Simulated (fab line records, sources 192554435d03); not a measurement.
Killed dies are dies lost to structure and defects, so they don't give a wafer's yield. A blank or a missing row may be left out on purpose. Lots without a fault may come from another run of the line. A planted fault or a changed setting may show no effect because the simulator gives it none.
Chamber matching | flow n5_finfet | N5_MOL_CONTACT_COAG_ETCH_91 on rie_diel-01: 4 sister chambers
The step etches SOC in N2/H2, target depth 60 nm, overetch 21 nm, time 101.2 s. 8 wafers are shown with their chamber, then 8 later ones without.

WAFERS WITH THEIR CHAMBER
wafer  | chamber | drypump_motor_current_A (A) | showerhead_plenum_p_Torr (Torr)
L081.3 | 0       | 6.1                         | 2.41
L086.2 | 1       | 5.7                         | 2.72
L086.3 | 0       | 6.0                         | 2.41
L086.5 | 2       | 5.2                         | 2.58
L091.1 | 1       | 5.7                         | 2.71
L091.5 | 3       | 5.7                         | 2.55
L091.6 | 2       | 5.2                         | 2.58
L093.2 | 3       | 5.7                         | 2.55

WAFERS WITHOUT THEIR CHAMBER
wafer  | drypump_motor_current_A (A) | showerhead_plenum_p_Torr (Torr)
L093.4 | 5.2                         | 2.57
L093.6 | 6.0                         | 2.72
L094.1 | 5.7                         | 2.55
L094.2 | 5.7                         | 2.71
L094.3 | 5.2                         | 2.57
L094.4 | 6.0                         | 2.72
L094.5 | 5.2                         | 2.57
L094.6 | 5.7                         | 2.55

WHICH CHAMBER EACH WENT THROUGH
wafer  | from the rows above | in truth
L093.4 | 2                   | 2
L093.6 | 1                   | 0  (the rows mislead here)
L094.1 | 3                   | 3
L094.2 | 1                   | 1
L094.3 | 2                   | 2
L094.4 | 1                   | 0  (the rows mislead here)
L094.5 | 2                   | 2
L094.6 | 3                   | 3
Placed correctly: 6 of 8. Can't be placed from these rows: 0. Placed wrongly: 2.
How it was worked out, from the rows above alone: a wafer's distance from a chamber is the root of the sum, over the readings, of the square of ((its reading less the chamber's mean) divided by the reading's scatter). The wafer belongs to the nearest chamber; if the next one is less than 2 further off, it can't be placed. A chamber's mean is the mean of its shown wafers. The scatter: the root of (the sum of the squares of (reading less its chamber's mean) over the shown wafers, divided by (wafers less chambers)).
